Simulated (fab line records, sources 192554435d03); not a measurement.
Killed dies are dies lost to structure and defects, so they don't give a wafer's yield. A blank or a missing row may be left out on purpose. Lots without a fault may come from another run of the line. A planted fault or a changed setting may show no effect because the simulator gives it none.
Chamber matching | flow n5_finfet | N5_BEOL_M12_DEP_53 on pecvd-03: 3 sister chambers
The step deposits SiCN from 3MS/NH3, target thk 30 nm, time 10.5 s. 6 wafers are shown with their chamber, then 10 later ones without.

WAFERS WITH THEIR CHAMBER
wafer  | chamber | throttle_valve_pct (%) | showerhead_vpp_V (V)
L079.4 | 0       | 17.4                   | 1495
L088.2 | 2       | 15.5                   | 1694
L088.3 | 1       | 18.2                   | 1612
L088.6 | 1       | 18.2                   | 1556
L087.1 | 0       | 17.6                   | 1482
L087.3 | 2       | 15.7                   | 1616

WAFERS WITHOUT THEIR CHAMBER
wafer  | throttle_valve_pct (%) | showerhead_vpp_V (V)
L087.5 | 18.1                   | 1551
L092.1 | 17.5                   | 1506
L092.4 | 15.7                   | 1676
L092.5 | 18.3                   | 1574
L095.1 | 17.3                   | 1495
L095.3 | 15.9                   | 1648
L095.4 | 17.8                   | 1504
L096.4 | 15.9                   | 1676
L096.5 | 16.8                   | 1571
L096.6 | 17.9                   | 1498

WHICH CHAMBER EACH WENT THROUGH
wafer  | from the rows above     | in truth
L087.5 | 1                       | 1
L092.1 | 0                       | 0
L092.4 | 2                       | 2
L092.5 | 1                       | 1
L095.1 | 0                       | 0
L095.3 | 2                       | 2
L095.4 | can't be placed: 0 or 1 | 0
L096.4 | 2                       | 2
L096.5 | 0                       | 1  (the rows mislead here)
L096.6 | can't be placed: 1 or 0 | 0
Placed correctly: 7 of 10. Can't be placed from these rows: 2 (the true chamber is among the candidates in 2). Placed wrongly: 1.
How it was worked out, from the rows above alone: a wafer's distance from a chamber is the root of the sum, over the readings, of the square of ((its reading less the chamber's mean) divided by the reading's scatter). The wafer belongs to the nearest chamber; if the next one is less than 2 further off, it can't be placed. A chamber's mean is the mean of its shown wafers. The scatter: the root of (the sum of the squares of (reading less its chamber's mean) over the shown wafers, divided by (wafers less chambers)).
